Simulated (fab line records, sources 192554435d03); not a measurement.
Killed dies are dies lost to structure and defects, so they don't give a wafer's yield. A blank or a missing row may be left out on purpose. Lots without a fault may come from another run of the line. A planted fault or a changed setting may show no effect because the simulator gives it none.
fab line records | flow n5_finfet
record lots=4 wafers=12 last_day=18
route steps=1938 shown BEOL_M4@1099 BEOL_M5@1112 BEOL_M9@1421 PASSIVATION@1936
lots that met no fault: from a run of the same line without faults
start_h: hours from the record's first day to the start of the lot's first wafer shown | wait_h: hours since the lot's step before | " the same as in the row above | L1.1+2: a row that stands for several wafers | - no value, or no start given | * or withheld: withheld | < > ~ a bound
route shown NAME@n: a module of which the file shows steps, and the number in the route of the first | usual: mean/standard deviation of fault-free wafers | same: alike in all rows | chamber/n: place in a boat | sites: the reading at each site | _std_site: their standard deviation | _edge_site: outer sites' mean less inner sites' | radius_mm: how far each site lies from the wafer's centre | mask NAME#n: copy n | behind: the tool/chamber that last shaped the wafer | hold: why the lot was held/for how many hours/how that ended | device: the transistor (n, p or np) that didn't switch | end of line: the same wafers' tests at the end of the route | a step without rows: its recipe alone | killed: dies lost to structure and defects at the first sort, not the wafer's yield | map: a wafer's dies, x killed, . not, _ none there
set.NAME: the setting as run; set.NAME@STEP: as run at that earlier step | model.NAME: the simulator's own value behind a step, which no gauge read
lots at some steps of the route; a table a step, a row a wafer
services: from which hour (start_h, from the record's first day; less than 0 if before it) a tool's chamber was out of use, for how many hours, and why
## steps
# step N5_BEOL_M4_ANNEAL_95
# recipe temp_c=400 time_s=240 ambient=vacuum
# step N5_BEOL_M4_SPUTTER_96
# recipe material=Cu target_thk_a=45 temp_c=-20 chamber_pressure_pa=0.07 power_w=withheld time_s=8.29
# step N5_BEOL_M4_ECD_50
# recipe material=Cu target_thk_a=3000
# step N5_BEOL_M4_ANNEAL_51
# recipe temp_c=225 time_s=90 ambient=N2
# step N5_BEOL_M4_CMP_52
# recipe stop_on=SiOC t_overpolish_s=6.8 down_force_psi=1 platen_rpm=50 clearing_platen_down_force_psi=1.5 clearing_platen_rpm=50 post_cmp_clean=cu_alkaline target_thk_nm=40 clearing_platen_pad_velocity_m_s=0.99484 pad_velocity_m_s=0.99484
# step N5_BEOL_M4_PRE_CLEAN_60
# recipe gas=NH3/H2 time_s=15 temp_c=* rf_power_w=300
# step N5_BEOL_M4_CO_CAP_55
# recipe material=Co target_thk_a=20 temp_c=200 precursor=CCTBA/H2 pressure_torr=30 time_s=102.1
# step N5_BEOL_M4_PRE_CLEAN_56
# recipe gas=NH3 time_s=15 temp_c=withheld rf_power_w=300
# step N5_BEOL_M4_DEP_57
# recipe material=SiCN target_thk_a=80 temp_c=withheld precursor=3MS/NH3 pressure_torr=3 rf_w=202 time_s=14
# step N5_BEOL_M4_RC_MEAS_101
# usual DIBL_N=36.5/2 DIBL_P=36.5/2.3 IOFF_N=0.16/0.036 IOFF_P=0.21/0.037 ION_N=672/12 ION_P=459/7.1 SS_N=71.6/0.73 SS_P=73.4/0.76 VT_N=250/3.3 VT_P=-250.5/2.9
# columns lot.wafer tool chamber start_h wait_h DIBL_N[mV/V] DIBL_P[mV/V] IOFF_N[nA/um] IOFF_P[nA/um] ION_N[uA/um] ION_P[uA/um] SS_N[mV/dec] SS_P[mV/dec] VT_N[mV] VT_P[mV]
L618.2 prober-01 0 195.08 0.2 33.8 33.6 0.12 0.17 663 459 70.6 72.7 254 -252.6
L618.3 " 0 " " 33.8 33.8 0.13 0.18 676 461 70.0 73.0 251 -252.3
L618.6 " 0 " " 34.6 33.9 0.13 0.17 670 459 70.1 73.0 255 -252.6
L625.1 prober-01 0 257.15 0.0 37.4 36.3 0.18 0.24 684 461 72.3 74.2 246 -249.3
L625.2 " 0 " " 38.4 36.6 0.20 0.25 697 465 72.4 73.6 245 -247.6
L625.4 " 0 " " 38.3 37.6 0.20 0.28 693 470 72.4 74.3 246 -246.7
L627.1 prober-02 0 257.60 0.0 40.6 41.6 0.23 0.31 680 466 72.2 74.7 245 -246.1
L627.4 " 0 " " 40.2 39.0 0.21 0.25 649 444 73.9 73.9 249 -250.4
L627.5 " 0 " " 37.8 38.2 0.16 0.24 648 452 72.4 73.2 254 -251.2
L636.2 prober-01 0 332.22 0.2 41.1 42.9 0.27 0.25 704 461 72.7 75.0 245 -252.2
L636.3 " 0 " " 35.5 37.8 0.14 0.19 664 454 71.2 73.7 253 -253.2
L636.6 " 0 " " 36.7 38.2 0.16 0.19 677 455 71.6 74.5 251 -254.5
# step N5_BEOL_M5_ILD_DEP_00
# recipe material=SiCOH_lowk target_thk_a=1406.4 temp_c=300 precursor=DEMS/porogen pressure_torr=5 rf_w=500 time_s=25.9
# step N5_BEOL_M5_CURE_79
# recipe temp_c=385 time_s=240 ambient=He/Ar material=SiCOH_lowk
# step N5_BEOL_M5_PECVD_70
# recipe material=SiO2 target_thk_a=160 temp_c=400 precursor=TEOS/O2 pressure_torr=5.5 rf_w=450 teos_flow_sccm=53.8 gas=O2 flow_sccm=3000 time_s=18
# step N5_BEOL_M5_HM_DEP_02
# recipe material=TiN target_thk_a=200 temp_c=25 chamber_pressure_pa=0.49996
# step N5_BEOL_M5_COAT_59
# recipe resist=SOC temp_c=250 time_s=60 spin_rpm=1500 resist_thk_nm=60
# step N5_BEOL_M5_COAT_60
# recipe resist=SiARC temp_c=220 time_s=60 spin_rpm=1500 resist_thk_nm=12
# step N5_BEOL_M5_COAT_71
# recipe resist=underlayer temp_c=205 time_s=60 spin_rpm=1500 resist_thk_nm=5
# step N5_BEOL_M5_COAT_05
# recipe resist=CAR-EUV spin_rpm=1500 resist_thk_nm=30
# step N5_BEOL_M5_EBR_07
# recipe solvent=PGMEA ebr_width_mm=1.5
# step N5_BEOL_M5_SOFTBAKE_06
# recipe temp_c=110 time_s=60 resist=CAR-EUV
# step N5_BEOL_M5_EXPOSE_08
# recipe mask_id=M5 na=0.33 source_shape=annular sigma_inner=0.4 sigma_outer=0.8 polarization=unpolarized target_cd_nm=28 dose_mj=35.75
# step N5_BEOL_M5_PEB_09
# recipe peb_temp_c=100 peb_time_s=60 resist=CAR-EUV
# step N5_BEOL_M5_DEVELOP_10
# recipe develop_time_s=30 developer=TMAH resist=CAR-EUV rinse_liquid=surfactant_rinse dry=air_spin dev_temp_c=23
# step N5_BEOL_M5_DESCUM_16
# recipe chemistry=O2 time_s=7 source_power_w=50 bias_power_w=20 pressure_mtorr=20 rf_frequency_hz=2.712e+07 temp_c=40 resist=CAR-EUV o2_flow_sccm=225
# step N5_BEOL_M5_ETCH_72
# recipe chemistry=N2/H2 target=underlayer target_depth_a=65 mask_material=CAR-EUV time_s=5.2 ion_energy_ev=200 pressure_mtorr=30 source_w=840 bias_w=150 n2_flow_sccm=200 h2_flow_sccm=200 ends=cleared
# step N5_BEOL_M5_ETCH_61
# recipe chemistry=CF4 target=SiARC target_depth_a=156 mask_material=CAR-EUV time_s=26 ion_energy_ev=80 pressure_mtorr=40 source_w=545 bias_w=36 Ar_flow_sccm=100 cf4_flow_sccm=100 ends=cleared
# step N5_BEOL_M5_ETCH_62
# recipe chemistry=N2/H2 target=SOC target_depth_a=750 overetch_a=150 mask_material=SiARC temp_c=40 time_s=112.5 ion_energy_ev=200 pressure_mtorr=30 source_w=840 bias_w=150 n2_flow_sccm=200 h2_flow_sccm=200
# step N5_BEOL_M5_STRIP_63
# recipe chemistry=N2/H2 temp_c=40 n2_flow_sccm=200 h2_flow_sccm=200 rf_frequency_hz=6e+07
# step N5_BEOL_M5_STRIP_73
# recipe chemistry=N2/H2 temp_c=40 n2_flow_sccm=200 h2_flow_sccm=200 rf_frequency_hz=6e+07
# step N5_BEOL_M5_STRIP_64
# recipe chemistry=CF4 resist=SiARC power_w=300 bias_power_w=75 pressure_mtorr=50 cf4_flow_sccm=150 rf_frequency_hz=6e+07
# step N5_BEOL_M5_HM_OPEN_17
# recipe chemistry=Cl2/BCl3 target_depth_a=200 overetch_a=60 target=TiN mask_material=SOC ion_energy_ev=150 pressure_mtorr=10 icp_w=1000 bias_w=126 Cl2_flow_sccm=53.25 bcl3_flow_sccm=21.75 Ar_flow_sccm=25
# step N5_BEOL_M5_STRIP_19
# recipe chemistry=O2 power_w=400 temp_c=40 pressure_mtorr=30 rf_frequency_hz=6e+07 bias_power_w=0 overash_fraction=0.2 o2_flow_sccm=225
# step N5_BEOL_M5_COAT_65
# recipe resist=SOC temp_c=250 time_s=60 spin_rpm=1500 resist_thk_nm=60
# step N5_BEOL_M5_COAT_66
# recipe resist=SiARC temp_c=220 time_s=60 spin_rpm=1500 resist_thk_nm=12
# step N5_BEOL_M9_STRIP_67
# recipe chemistry=CF4 resist=SiARC power_w=300 bias_power_w=75 pressure_mtorr=50 cf4_flow_sccm=150 rf_frequency_hz=6e+07
# usual bias_power_w=74.99/0.22 cf4_flow_sccm=150.0/0.41 drypump_motor_current_A=5.7/0.56 oes_product_au=0.78/0.082 rf_vpp_V=270.8/1.3 showerhead_plenum_p_Torr=1.78/0.056 throttle_valve_pct=13.52/0.29
# columns lot.wafer tool chamber start_h wait_h bias_power_w cf4_flow_sccm drypump_motor_current_A oes_product_au rf_hours_counter_h rf_vpp_V showerhead_plenum_p_Torr throttle_valve_pct model.SiARC_of_BEOL_M9_COAT_60.thk_nm
L618.2 rie_diel-04 3 244.52 0.0 75.29 150.2 6.2 0.71 223 273.0 1.78 13.66 0
L618.3 " 2 " " 75.17 149.6 5.1 0.74 168 270.0 1.78 13.27 0
L618.6 " 1 " " 74.94 149.6 5.3 0.81 - 269.2 1.74 13.25 0
L625.1 rie_diel-04 1 296.91 0.0 - - - - - - - - 23.4
L625.2 " 3 " " - - - - - - - - 23.6
L625.4 " 0 " " - - - - - - - - 23.6
L627.1 rie_diel-04 0 304.52 0.0 - - - - - - - - 23.6
L627.4 " 2 " " - - - - - - - - 23.8
L627.5 " 2 " " - - - - - - - - 23.8
L636.2 rie_diel-02 1 377.16 0.0 74.86 150.2 6.6 0.93 9 273.2 1.83 13.43 0
L636.3 " 3 " " 75.13 150.0 6.6 0.79 108 269.9 1.74 13.27 0
L636.6 " 1 " " 75.00 150.1 6.6 0.93 - 272.9 1.83 13.43 0
# step N5_BEOL_M9_STRIP_19
# recipe chemistry=O2 power_w=400 temp_c=40 pressure_mtorr=30 rf_frequency_hz=6e+07 bias_power_w=0 overash_fraction=0.2 o2_flow_sccm=225
# usual chamber_pressure_mTorr=30.00/0.035 drypump_motor_current_A=5.7/0.5 oes_product_au=0.77/0.083 rf_vpp_V=3.6/0.58 showerhead_plenum_p_Torr=2.06/0.066 throttle_valve_pct=16.55/0.27
# same bias_power_w=0
# columns lot.wafer tool chamber start_h wait_h chamber_pressure_mTorr drypump_motor_current_A oes_product_au rf_hours_counter_h rf_vpp_V showerhead_plenum_p_Torr throttle_valve_pct model.SOC_of_BEOL_M9_COAT_59.thk_nm
L618.2 rie_diel-02 2 244.76 0.1 30.00 4.6 0.90 22 3.3 2.15 16.52 0
L618.3 " 3 " " 30.03 6.6 0.85 66 3.5 2.03 16.21 0
L618.6 " 1 " " 30.13 6.5 0.68 - 3.6 2.16 16.96 0
L625.1 rie_diel-02 0 297.10 0.1 29.97 5.7 0.98 3 4.0 2.16 16.86 92.2
L625.2 " 1 " " 30.05 6.6 0.66 242 4.3 2.15 16.98 92
L625.4 " 2 " " 30.00 4.7 0.86 40 3.0 2.14 16.58 91.8
L627.1 rie_diel-04 1 304.77 0.2 29.92 5.3 0.79 120 3.4 2.02 16.34 92.4
L627.4 " 3 " " 30.00 6.2 0.70 240 4.6 2.04 16.61 91.8
L627.5 " 3 " " 29.98 6.2 0.70 - 3.3 2.04 16.57 92.2
L636.2 rie_diel-04 2 377.31 0.1 29.96 5.2 0.70 210 3.5 2.09 16.53 0
L636.3 " 1 " " 30.01 5.3 0.76 144 3.0 2.01 16.40 0
L636.6 " 2 " " 29.97 5.1 0.70 - 3.5 2.09 16.53 0
# step N5_BEOL_M9_ETCH_66
# recipe chemistry=N2/H2 target=SOC target_depth_a=800 overetch_a=160 mask_material=SiARC temp_c=40 time_s=120 ion_energy_ev=200 pressure_mtorr=30 source_w=840 bias_w=150 n2_flow_sccm=200 h2_flow_sccm=200
# usual drypump_motor_current_A=5.8/0.58 oes_product_au=0.60/0.062 rf_vpp_V=523.1/2.2 showerhead_plenum_p_Torr=2.51/0.079 throttle_valve_pct=17.71/0.27
# columns lot.wafer tool chamber start_h wait_h drypump_motor_current_A oes_product_au rf_hours_counter_h rf_vpp_V showerhead_plenum_p_Torr throttle_valve_pct model.etch.depth_nm
L618.2 rie_diel-04 1 246.40 0.0 5.3 0.62 103 522.6 2.46 17.56 60.21
L618.3 " 0 " " 5.9 0.57 151 518.4 2.36 17.90 59.92
L618.6 " 2 " " 5.2 0.56 - 523.8 2.53 17.54 60.03
L625.1 rie_diel-03 1 298.67 0.0 6.3 0.95 5 525.9 2.60 17.23 98.22
L625.2 " 2 " " 5.6 0.71 237 522.5 2.49 18.09 95.22
L625.4 " 0 " " 5.1 0.95 7 521.6 2.49 17.74 97.24
L627.1 rie_diel-03 1 308.78 0.0 6.3 0.93 8 524.5 2.60 17.22 97.13
L627.4 " 2 " " 5.6 0.71 240 523.8 2.49 18.09 95.27
L627.5 " 0 " " 5.1 0.94 - 522.6 2.48 17.73 96.92
L636.2 rie_diel-02 1 378.91 0.0 6.6 0.71 10 526.9 2.61 17.83 59.96
L636.3 " 2 " " 4.7 0.63 61 525.1 2.57 17.69 60.04
L636.6 " 0 " " 5.8 0.70 - 525.9 2.61 18.09 59.94
# step N5_BEOL_M9_VIA_ETCH_34
# recipe chemistry=C4F6/O2 target=SiCOH_lowk target_depth_a=1824 mask_material=SOC taper_deg=4 time_s=68.4 ion_energy_ev=250 pressure_mtorr=30 source_w=345 bias_w=185 Ar_flow_sccm=300 C4F6_flow_sccm=10 O2_flow_sccm=10
# usual drypump_motor_current_A=5.8/0.58 oes_o_777_au=0.78/0.082 oes_product_au=0.78/0.087 rf_vpp_V=667/12 showerhead_plenum_p_Torr=2.82/0.088 throttle_valve_pct=20.77/0.26
# columns lot.wafer tool chamber start_h wait_h drypump_motor_current_A oes_o_777_au oes_product_au rf_hours_counter_h rf_vpp_V showerhead_plenum_p_Torr throttle_valve_pct
L618.2 rie_diel-04 1 246.50 0.0 5.3 0.80 0.81 103 683 2.74 20.45
L618.3 " 0 " " 5.9 0.76 0.73 151 640 2.61 20.82
L618.6 " 2 " " 5.2 0.74 0.73 - 669 2.84 20.56
L625.1 rie_diel-03 1 298.77 0.0 6.3 0.93 0.35 5 678 2.91 20.11
L625.2 " 2 " " 5.6 0.74 0.27 237 674 2.80 21.00
L625.4 " 0 " " 5.1 0.94 0.36 7 669 2.82 20.87
L627.1 rie_diel-03 1 308.88 0.0 6.3 0.91 0.35 8 679 2.90 20.14
L627.4 " 2 " " 5.6 0.74 0.26 240 672 2.80 21.01
L627.5 " 0 " " 5.1 0.94 0.35 - 668 2.82 20.85
L636.2 rie_diel-02 1 379.01 0.0 6.6 0.93 0.93 10 675 2.89 20.77
L636.3 " 2 " " 4.7 0.85 0.83 61 665 2.91 20.97
L636.6 " 0 " " 5.7 0.92 0.90 - 642 2.91 21.16
# step N5_BEOL_M9_ETCH_41
# recipe chemistry=CH3F/O2 target=SiCN target_depth_a=366 taper_deg=2 time_s=70.1 ion_energy_ev=120 mask_material=TiN pressure_mtorr=30 source_w=395 bias_w=75 Ar_flow_sccm=150 CH3F_flow_sccm=30 O2_flow_sccm=20
# usual CH3F_flow_sccm=30.00/0.09 drypump_motor_current_A=5.8/0.58 oes_product_au=0.78/0.086 rf_vpp_V=297.0/1.5 showerhead_plenum_p_Torr=1.98/0.064 throttle_valve_pct=16.20/0.26
# columns lot.wafer tool chamber start_h wait_h CH3F_flow_sccm drypump_motor_current_A oes_product_au rf_hours_counter_h rf_vpp_V showerhead_plenum_p_Torr throttle_valve_pct model.SiARC_of_BEOL_M9_COAT_60.thk_nm
L618.2 rie_diel-04 1 - - 30.07 5.3 0.81 103 294.9 1.92 15.93 0
L618.3 " 0 " " 30.03 5.9 0.73 151 294.4 1.83 16.31 0
L618.6 " 2 " " 29.99 5.2 0.73 - 297.2 2.00 16.04 0
L625.1 rie_diel-03 1 - - 29.86 6.3 0.95 5 297.8 2.04 15.68 12
L625.2 " 2 " " 29.93 5.6 0.71 237 296.4 1.97 16.63 12.2
L625.4 " 0 " " 30.07 5.1 0.95 7 297.7 1.98 16.30 12.2
L627.1 rie_diel-03 1 - - 30.00 6.3 0.93 8 298.4 2.04 15.72 12.6
L627.4 " 2 " " 30.11 5.6 0.70 240 295.1 1.97 16.63 12.6
L627.5 " 0 " " 29.86 5.1 0.93 - 297.1 1.98 16.31 12.6
L636.2 rie_diel-02 1 - - 29.91 6.6 0.92 10 298.7 2.03 16.15 0
L636.3 " 2 " " 29.98 4.7 0.83 61 297.7 2.05 16.29 0
L636.6 " 0 " " 29.91 5.8 0.89 - 297.6 2.04 16.49 0
# step N5_BEOL_M9_OCD_MEAS_38
# usual trench_depth_nm=150.1/2.7
# columns lot.wafer tool chamber start_h wait_h trench_depth_nm
L618.2 ocd-02 - 246.77 - 150.1
L618.3 " - " " 148.3
L618.6 " - " " 145.7
L625.1 ocd-02 - 299.04 - -
L625.2 " - " " -
L625.4 " - " " -
L627.1 ocd-01 - 309.16 - -
L627.4 " - " " -
L627.5 " - " " -
L636.2 ocd-02 - 379.29 - 151.5
L636.3 " - " " 151.4
L636.6 " - " " 149.7
# step N5_PASSIVATION_PROBE_49
# usual defect_limited_yield=91.4/1.4 killed_at_M0_to_M3=33/11 killed_at_M4_up=13/5.3 killed_at_contacts=13/6.1 killed_at_front_end=40/11 killed_at_other=2.9/2.7 killed_dies=102/17 killed_on_rim=14/4.2 killed_open=68/13 killed_short=32/7.5 sort_bin_4_leakage=0.00/0.022 sort_bin_5_function=5.1/0.98 sort_bin_6_memory=3.2/0.69 sort_n_pass=1077/21 sort_yield_pct=91.3/1.7
# same gross_dies=1180 killed_at_back_side=0 sort_bin_8_speed[%]=0
# columns lot.wafer tool chamber start_h wait_h defect_limited_yield[%] killed_at_M0_to_M3 killed_at_M4_up killed_at_contacts killed_at_front_end killed_at_other killed_dies killed_on_rim killed_open killed_short sort_bin_4_leakage[%] sort_bin_5_function[%] sort_bin_6_memory[%] sort_n_pass sort_yield_pct[%]
L625.1 prober-02 - 372.33 0.0 0 30 1092 19 36 3 1180 152 69 34 0 96.3 3.5 0 0
L625.2 prober-02 - 372.38 0.1 0 34 1094 5 45 2 1180 152 69 29 0 96.3 3.5 0 0
L625.4 prober-02 - 372.48 0.2 0 42 1086 3 40 9 1180 152 78 30 0 96.7 2.9 0 0
L627.1 prober-01 - 378.38 0.0 0 27 1110 13 30 0 1180 152 44 32 0 96.9 3.1 0 0
L627.4 prober-01 - 378.53 0.2 0 28 1091 12 45 4 1180 152 55 36 0 96.5 2.8 0 0
L627.5 prober-01 - 378.58 0.2 0 30 1103 11 36 0 1180 152 55 29 0 96.9 2.8 0 0
# killed by level:class
L625.1 BEOL_M9:area_etch=1077 MOL_CONTACT_COAG:geometric_particle:open=15 BEOL_M3:geometric_particle:open=11 STI_FIN_REVEAL:geometric_particle:open=10 FIN_SAQP:geometric_particle:short=7 BEOL_M1:geometric_particle:open=7 FIN_SAQP:geometric_particle:open=5 MOL_CONTACT_COAG:geometric_particle:short=4
L625.2 BEOL_M9:area_etch=1080 FIN_SAQP:geometric_particle:open=14 BEOL_M3:geometric_particle:open=8 FIN_SAQP:geometric_particle:short=7 STI_FIN_REVEAL:geometric_particle:open=7 BEOL_M0_SAQP:geometric_particle:short=7 BEOL_M0_SAQP:geometric_particle:open=6 BEOL_M1:geometric_particle:open=6
L625.4 BEOL_M9:area_etch=1071 BEOL_M3:geometric_particle:open=15 STI_FIN_REVEAL:geometric_particle:open=10 FIN_SAQP:geometric_particle:open=8 BEOL_M2:geometric_particle:open=8 BEOL_M0_SAQP:geometric_particle:short=7 BEOL_M0_SAQP:geometric_particle:open=6 BEOL_M4:geometric_particle:open=5
L627.1 BEOL_M9:area_etch=1103 MOL_CONTACT_COAG:geometric_particle:open=11 BEOL_M0_SAQP:geometric_particle:open=8 BEOL_M0_SAQP:geometric_particle:short=8 FIN_SAQP:geometric_particle:open=6 GATE_CUT:geometric_particle:short=6 BEOL_M1:geometric_particle:open=5 ILD0:geometric_particle:short=4
L627.4 BEOL_M9:area_etch=1087 FIN_SAQP:geometric_particle:open=17 MOL_CONTACT_COAG:geometric_particle:open=11 BEOL_M0_SAQP:geometric_particle:short=8 GATE_CUT:geometric_particle:short=6 BEOL_M0_SAQP:geometric_particle:open=5 STARTING-WAFER:geometric_particle:short=5 FIN_SAQP:geometric_particle:short=4
L627.5 BEOL_M9:area_etch=1096 MOL_CONTACT_COAG:geometric_particle:open=10 BEOL_M0_SAQP:geometric_particle:open=9 FIN_SAQP:geometric_particle:short=6 FIN_SAQP:geometric_particle:open=5 GATE_CUT:geometric_particle:open=5 BEOL_M0_SAQP:geometric_particle:short=5 BEOL_M2:geometric_particle:open=5
# map L625.1 (x killed, . not)
_________________xxxxxxxxxxxx________________
______________xxxxxxxxxxxxxxxxxx_____________
___________xxxxxxxxxxxxxxxxxxxxxxxx__________
__________xxxxxxxxxxxxxxxxxxxxxxxxxx_________
________xxxxxxxxxxxxxxxxxxxxxxxxxxxxxx_______
_______xxxxxxxxxxxxxxxxxxxxxxxxxxxxxxxx______
______xxxxxxxxxxxxxxxxxxxxxxxxxxxxxxxxxx_____
_____xxxxxxxxxxxxxxxxxxxxxxxxxxxxxxxxxxxx____
____xxxxxxxxxxxxxxxxxxxxxxxxxxxxxxxxxxxxxx___
___xxxxxxxxxxxxxxxxxxxxxxxxxxxxxxxxxxxxxxxx__
___xxxxxxxxxxxxxxxxxxxxxxxxxxxxxxxxxxxxxxxx__
__xxxxxxxxxxxxxxxxxxxxxxxxxxxxxxxxxxxxxxxxxx_
__xxxxxxxxxxxxxxxxxxxxxxxxxxxxxxxxxxxxxxxxxx_
_xxxxxxxxxxxxxxxxxxxxxxxxxxxxxxxxxxxxxxxxxxxx
_xxxxxxxxxxxxxxxxxxxxxxxxxxxxxxxxxxxxxxxxxxxx
_xxxxxxxxxxxxxxxxxxxxxxxxxxxxxxxxxxxxxxxxxxxx
_xxxxxxxxxxxxxxxxxxxxxxxxxxxxxxxxxxxxxxxxxxxx
_xxxxxxxxxxxxxxxxxxxxxxxxxxxxxxxxxxxxxxxxxxxx
_xxxxxxxxxxxxxxxxxxxxxxxxxxxxxxxxxxxxxxxxxxxx
_xxxxxxxxxxxxxxxxxxxxxxxxxxxxxxxxxxxxxxxxxxxx
_xxxxxxxxxxxxxxxxxxxxxxxxxxxxxxxxxxxxxxxxxxxx
__xxxxxxxxxxxxxxxxxxxxxxxxxxxxxxxxxxxxxxxxxx_
__xxxxxxxxxxxxxxxxxxxxxxxxxxxxxxxxxxxxxxxxxx_
___xxxxxxxxxxxxxxxxxxxxxxxxxxxxxxxxxxxxxxxx__
___xxxxxxxxxxxxxxxxxxxxxxxxxxxxxxxxxxxxxxxx__
____xxxxxxxxxxxxxxxxxxxxxxxxxxxxxxxxxxxxxx___
_____xxxxxxxxxxxxxxxxxxxxxxxxxxxxxxxxxxxx____
______xxxxxxxxxxxxxxxxxxxxxxxxxxxxxxxxxx_____
_______xxxxxxxxxxxxxxxxxxxxxxxxxxxxxxxx______
________xxxxxxxxxxxxxxxxxxxxxxxxxxxxxx_______
__________xxxxxxxxxxxxxxxxxxxxxxxxxx_________
___________xxxxxxxxxxxxxxxxxxxxxxxx__________
______________xxxxxxxxxxxxxxxxxx_____________
_________________xxxxxxxxxxxx________________
# map L627.1 (x killed, . not)
_________________xxxxxxxxxxxx________________
______________xxxxxxxxxxxxxxxxxx_____________
___________xxxxxxxxxxxxxxxxxxxxxxxx__________
__________xxxxxxxxxxxxxxxxxxxxxxxxxx_________
________xxxxxxxxxxxxxxxxxxxxxxxxxxxxxx_______
_______xxxxxxxxxxxxxxxxxxxxxxxxxxxxxxxx______
______xxxxxxxxxxxxxxxxxxxxxxxxxxxxxxxxxx_____
_____xxxxxxxxxxxxxxxxxxxxxxxxxxxxxxxxxxxx____
____xxxxxxxxxxxxxxxxxxxxxxxxxxxxxxxxxxxxxx___
___xxxxxxxxxxxxxxxxxxxxxxxxxxxxxxxxxxxxxxxx__
___xxxxxxxxxxxxxxxxxxxxxxxxxxxxxxxxxxxxxxxx__
__xxxxxxxxxxxxxxxxxxxxxxxxxxxxxxxxxxxxxxxxxx_
__xxxxxxxxxxxxxxxxxxxxxxxxxxxxxxxxxxxxxxxxxx_
_xxxxxxxxxxxxxxxxxxxxxxxxxxxxxxxxxxxxxxxxxxxx
_xxxxxxxxxxxxxxxxxxxxxxxxxxxxxxxxxxxxxxxxxxxx
_xxxxxxxxxxxxxxxxxxxxxxxxxxxxxxxxxxxxxxxxxxxx
_xxxxxxxxxxxxxxxxxxxxxxxxxxxxxxxxxxxxxxxxxxxx
_xxxxxxxxxxxxxxxxxxxxxxxxxxxxxxxxxxxxxxxxxxxx
_xxxxxxxxxxxxxxxxxxxxxxxxxxxxxxxxxxxxxxxxxxxx
_xxxxxxxxxxxxxxxxxxxxxxxxxxxxxxxxxxxxxxxxxxxx
_xxxxxxxxxxxxxxxxxxxxxxxxxxxxxxxxxxxxxxxxxxxx
__xxxxxxxxxxxxxxxxxxxxxxxxxxxxxxxxxxxxxxxxxx_
__xxxxxxxxxxxxxxxxxxxxxxxxxxxxxxxxxxxxxxxxxx_
___xxxxxxxxxxxxxxxxxxxxxxxxxxxxxxxxxxxxxxxx__
___xxxxxxxxxxxxxxxxxxxxxxxxxxxxxxxxxxxxxxxx__
____xxxxxxxxxxxxxxxxxxxxxxxxxxxxxxxxxxxxxx___
_____xxxxxxxxxxxxxxxxxxxxxxxxxxxxxxxxxxxx____
______xxxxxxxxxxxxxxxxxxxxxxxxxxxxxxxxxx_____
_______xxxxxxxxxxxxxxxxxxxxxxxxxxxxxxxx______
________xxxxxxxxxxxxxxxxxxxxxxxxxxxxxx_______
__________xxxxxxxxxxxxxxxxxxxxxxxxxx_________
___________xxxxxxxxxxxxxxxxxxxxxxxx__________
______________xxxxxxxxxxxxxxxxxx_____________
_________________xxxxxxxxxxxx________________
## services
# columns tool chamber start_h hours kind
rie_diel-02 0 238.33 5.8 repair
rie_diel-03 0 241.10 - clean
rie_diel-03 0 241.10 - consumable_replace:focus_ring
rie_diel-03 0 241.10 13.3 scheduled_down
rie_diel-03 0 241.10 13.3 vent_cycle
rie_diel-03 1 264.73 - clean
rie_diel-03 1 264.73 - consumable_replace:focus_ring
rie_diel-03 1 264.73 16.1 scheduled_down
rie_diel-03 1 264.73 16.1 vent_cycle
rie_diel-03 - 271.55 14.6 pm
rie_diel-02 0 274.53 - clean
rie_diel-02 0 274.53 - consumable_replace:focus_ring
rie_diel-02 0 274.53 14.8 scheduled_down
rie_diel-02 0 274.53 14.8 vent_cycle
rie_diel-03 0 318.78 21.1 repair
rie_diel-04 0 319.25 5.6 repair
rie_diel-02 1 330.24 - clean
rie_diel-02 1 330.24 - consumable_replace:focus_ring
rie_diel-02 1 330.24 18.0 scheduled_down
rie_diel-02 1 330.24 18.0 vent_cycle
rie_diel-04 3 338.66 - clean
rie_diel-04 3 338.66 - consumable_replace:focus_ring
rie_diel-04 3 338.66 15.6 scheduled_down
rie_diel-04 3 338.66 15.6 vent_cycle
## key
first_sign step=N5_BEOL_M9_STRIP_67 reading=tool_record direction=missing
effect step=N5_BEOL_M9_ETCH_66 reading=oes_product_au direction=up sigmas=4.3 usual=0.60 struck=0.86
effect step=N5_BEOL_M9_VIA_ETCH_34 reading=oes_product_au direction=down sigmas=5.2 usual=0.78 struck=0.32
effect step=N5_BEOL_M9_OCD_MEAS_38 reading=trench_depth_nm direction=missing
effect step=N5_PASSIVATION_PROBE_49 reading=killed_at_M4_up direction=up sigmas=99+ usual=13 struck=1096
model_effect step=N5_BEOL_M9_STRIP_67 value=SiARC_of_BEOL_M9_COAT_60.thk_nm without=0 struck=23.63
model_effect step=N5_BEOL_M9_STRIP_19 value=SOC_of_BEOL_M9_COAT_59.thk_nm without=0 struck=92.07
model_effect step=N5_BEOL_M9_ETCH_66 value=etch.depth_nm without=60.01 struck=96.67
model_effect step=N5_BEOL_M9_ETCH_41 value=SiARC_of_BEOL_M9_COAT_60.thk_nm without=0 struck=12.37
more_kills_born_at N5_BEOL_M9_ETCH_66@rie_diel-03=6514
met_at N5_BEOL_M9_STRIP_67
struck_wafers L625.1,L625.2,L625.4,L627.1,L627.4,L627.5
later_rows_left_out L625.1,L625.2,L625.4,L627.1,L627.4,L627.5
onset_between 244.52 296.91
fault kind=skipped_step_whole tool=rie_diel-04 chamber=- onset_h=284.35 steps=N5_BEOL_M9_STRIP_67 scope=struck_lots_only
# later_rows_left_out: the simulator's readings of these wafers behind a module that went badly wrong aren't trusted and aren't shown, but for the sort
